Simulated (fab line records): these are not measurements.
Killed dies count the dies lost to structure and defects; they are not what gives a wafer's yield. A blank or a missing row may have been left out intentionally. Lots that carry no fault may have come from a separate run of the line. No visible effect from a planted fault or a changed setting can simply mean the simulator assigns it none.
Which tool was responsible? / flow n5Finfet / 12 lots (36 wafers sampled), 1 step of a 1938-step route

## WHAT EACH GAUGE READ, for each wafer
N5_ILD0_THK_MEAS_08.
lot=L075; measured=day 3 22:54; on=filmMetro-02; thkNm (nm)=138.6 136.7 138.0
lot=L077; measured=day 4 07:02; on=filmMetro-01; thkNm (nm)=139.1 136.2 138.7
lot=L079; measured=day 4 20:52; on=filmMetro-01; thkNm (nm)=139.3 137.6 139.2
lot=L081; measured=day 5 07:48; on=filmMetro-02; thkNm (nm)=138.9 140.8 141.4
lot=L083; measured=day 5 21:47; on=filmMetro-01; thkNm (nm)=139.8 139.5 139.3
lot=L086; measured=day 6 15:00; on=filmMetro-01; thkNm (nm)=139.2 137.9 141.1
lot=L087; measured=day 6 22:07; on=filmMetro-01; thkNm (nm)=139.0 139.6 137.7
lot=L089; measured=day 7 10:31; on=filmMetro-02; thkNm (nm)=135.6 136.8 137.9
lot=L091; measured=day 7 19:37; on=filmMetro-02; thkNm (nm)=139.0 139.9 140.0
lot=L093; measured=day 8 07:31; on=filmMetro-01; thkNm (nm)=139.2 137.4 139.9
lot=L095; measured=day 8 20:49; on=filmMetro-01; thkNm (nm)=140.3 138.8 139.4
lot=L097; measured=day 9 09:07; on=filmMetro-02; thkNm (nm)=137.0 139.0 138.4

## TOOL THAT RAN EACH LOT (tool first, then ch and the chambers of the sampled wafers, then the start)
Before these readings, the record contains no process step.

## THE ANSWER, worked out from the rows above alone
Rule: the usual values come from the lots themselves. Put in order of their means at a reading, lots are off if they are a third of the lots or fewer, leave a main group of 4 or more, and stand apart from it by a gap of 3 or more times the standard deviation of the main group's means; of several such gaps the widest counts. Not used: any main group whose means are identical at the precision the tables above print for the reading. Also off: a lot with no number at a reading for which 4 or more lots have one. All remaining lots with rows at the step are treated as sound.
No lot is off at any reading shown: from this, nothing can be told.

## WHAT HAD BEEN PUT IN BY THE SIMULATOR
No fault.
